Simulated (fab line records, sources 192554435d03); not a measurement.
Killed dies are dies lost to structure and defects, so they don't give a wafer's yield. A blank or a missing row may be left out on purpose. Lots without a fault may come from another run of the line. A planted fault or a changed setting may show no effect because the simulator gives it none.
Split-lot experiment | flow n5_finfet | 7 lots, 21 wafers read, on a route of 1938 steps

THE SPLIT
At N5_SD_EPI_N_PEB_07 (peb time 60 s), the setting peb_temp_c was moved away from the recipe's 110 C on 8 of the 21 wafers read, by -3.4% to +2.0%. The other wafers ran this setting at the recipe's value.

FROM THE SPLIT TO THE READING: what the file shows between them, 1 step
- N5_SD_EPI_N_DEVELOP_08: develop time 30 s (also split here: develop_time_s)

THE READING
cd_nm, in nm, at N5_SD_EPI_N_CD_MEAS_09 (target cd 120 nm). Fault-free wafers of this fab line usually give 119.9 nm, standard deviation 0.67 nm.

wafer  | tool, chamber at the split | peb_temp_c as run, C | against the recipe | cd_nm, nm | against lot-mates on the recipe
L075.2 | litho_track-04, 0          | 110                  | recipe             | 121.2     | -
L075.5 | litho_track-04, 0          | 106.8                | -2.9%              | 111.8     | -9.4
L075.6 | litho_track-04, 0          | 106.8                | -2.9%              | 112.2     | -9.0
L081.1 | litho_track-01, 0          | 110                  | recipe             | 119.5     | -
L081.2 | litho_track-01, 0          | 112.2                | +2.0%              | 124.2     | +4.6
L081.5 | litho_track-01, 0          | 110                  | recipe             | 119.7     | -
L084.2 | litho_track-01, 0          | 110                  | recipe             | 121.7     | -
L084.3 | litho_track-01, 0          | 107.3                | -2.5%              | 114.3     | -6.7
L084.6 | litho_track-01, 0          | 110                  | recipe             | 120.2     | -
L086.2 | litho_track-01, 0          | 110                  | recipe             | 119.6     | -
L086.3 | litho_track-01, 0          | 110                  | recipe             | 119.8     | -
L086.6 | litho_track-01, 0          | 110                  | recipe             | 120.2     | -
L090.2 | litho_track-01, 0          | 110                  | recipe             | 118.7     | -
L090.5 | litho_track-01, 0          | 108.9                | -1.0%              | 116.9     | -1.8
L090.6 | litho_track-01, 0          | 108.9                | -1.0%              | 117.1     | -1.6
L091.2 | litho_track-04, 0          | 106.3                | -3.4%              | 109.7     | -10.7
L091.3 | litho_track-04, 0          | 110                  | recipe             | 120.4     | -
L091.5 | litho_track-04, 0          | 106.3                | -3.4%              | 109.3     | -11.1
L097.1 | litho_track-01, 0          | 110                  | recipe             | 120.2     | -
L097.2 | litho_track-01, 0          | 110                  | recipe             | 120.8     | -
L097.4 | litho_track-01, 0          | 110                  | recipe             | 120.2     | -

THE FIT
A straight line over all 21 wafers: cd_nm changes by +2.82 nm for each +1% of peb_temp_c; r = +0.98; the points scatter about the line by 0.84 nm.
The same after taking each lot's own level away (the mean of its wafers on the recipe; 21 wafers): +3.01 nm for each +1%; r = +0.99; scatter 0.7 nm.
On that fit, the largest move of peb_temp_c shifts the reading by 10 nm.
The lots' own levels span 118.70 to 121.20 nm, that is 3.7 times the standard deviation above.
So the lot-to-lot level changes the slope little: the two slopes agree.
Check: with one of the wafers moved furthest among these (-3.4%) left out of the fit, the line predicts -10 nm for it against its lot-mates. It came out at -10.7 nm against them.

OTHER SPLITS ON THESE WAFERS
These wafers also went through other splits before the reading. Each is held against what the fit with the lots' levels taken away leaves over:
other split on the same wafers        | wafers away from the commonest value | r with cd_nm (lot level and that fit taken away)
N5_WELL_APT_COAT_02 spin_rpm          | 11                                   | -0.16
N5_WELL_APT_EXPOSE_05 dose_mj         | 5                                    | -0.16
N5_FIN_SAQP_EXPOSE_13 dose_mj         | 9                                    | +0.06
N5_FIN_CUT_COAT_02 spin_rpm           | 11                                   | -0.05
N5_SD_EPI_N_DEVELOP_08 develop_time_s | 7                                    | +0.36

THE WHOLE CHAIN: every reading that the file lists as answering this split, in the file's order
step                   | what it does                                     | reading                                                         | change (the file's fit)              | r (the file's)
N5_SD_EPI_N_CD_MEAS_09 | target cd 120 nm                                 | cd_nm                                                           | +2.94 nm for each +1% of the setting | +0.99
N5_SD_EPI_N_DESCUM_14  | chemistry O2, time 7.9 s                         | SD_EPI_N.cd_nm (the simulator's own value, which no gauge read) | +2.89 nm for each +1% of the setting | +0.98
N5_SD_EPI_N_ETCH_35    | etches SOC in N2/H2, overetch 108 nm, time 486 s | SD_EPI_N.cd_nm (the simulator's own value, which no gauge read) | +3.23 nm for each +1% of the setting | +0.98

THE FILE'S OWN FIT
cd_nm changes by +2.94 nm for each +1% of peb_temp_c, r = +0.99.
